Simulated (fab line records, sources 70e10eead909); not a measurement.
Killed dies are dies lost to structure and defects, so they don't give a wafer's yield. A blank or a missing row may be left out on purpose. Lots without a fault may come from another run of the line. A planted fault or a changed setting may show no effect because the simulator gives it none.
Chamber matching | flow nand_harc | NHARC_A_STAIRCASE_CMP_152 on cmp-02: 4 sister chambers
The step polishes. 8 wafers are shown with their chamber, then 9 later ones without.

WAFERS WITH THEIR CHAMBER
wafer  | chamber | motor_current_A (A)
L077.3 | 1       | 12.5
L077.5 | 3       | 9.8
L079.3 | 2       | 11.3
L079.5 | 1       | 12.7
L079.6 | 0       | 10.2
L082.1 | 2       | 11.4
L082.3 | 3       | 9.8
L082.5 | 0       | 11.0

WAFERS WITHOUT THEIR CHAMBER
wafer  | motor_current_A (A)
L086.3 | 12.0
L086.5 | 11.7
L086.6 | 10.1
L086.1 | 9.3
L086.2 | 12.3
L086.4 | 11.3
L095.3 | 11.0
L095.5 | 11.5
L095.6 | 12.3

WHICH CHAMBER EACH WENT THROUGH
wafer  | from the rows above     | in truth
L086.3 | can't be placed: 1 or 2 | 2
L086.5 | can't be placed: 2 or 1 | 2
L086.6 | can't be placed: 3 or 0 | 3
L086.1 | 3                       | 3
L086.2 | 1                       | 1
L086.4 | 2                       | 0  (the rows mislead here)
L095.3 | can't be placed: 2 or 0 | 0
L095.5 | 2                       | 2
L095.6 | 1                       | 1
Placed correctly: 4 of 9. Can't be placed from these rows: 4 (the true chamber is among the candidates in 4). Placed wrongly: 1.
How it was worked out, from the rows above alone: a wafer's distance from a chamber is the root of the sum, over the readings, of the square of ((its reading less the chamber's mean) divided by the reading's scatter). The wafer belongs to the nearest chamber; if the next one is less than 2 further off, it can't be placed. A chamber's mean is the mean of its shown wafers. The scatter: the root of (the sum of the squares of (reading less its chamber's mean) over the shown wafers, divided by (wafers less chambers)).
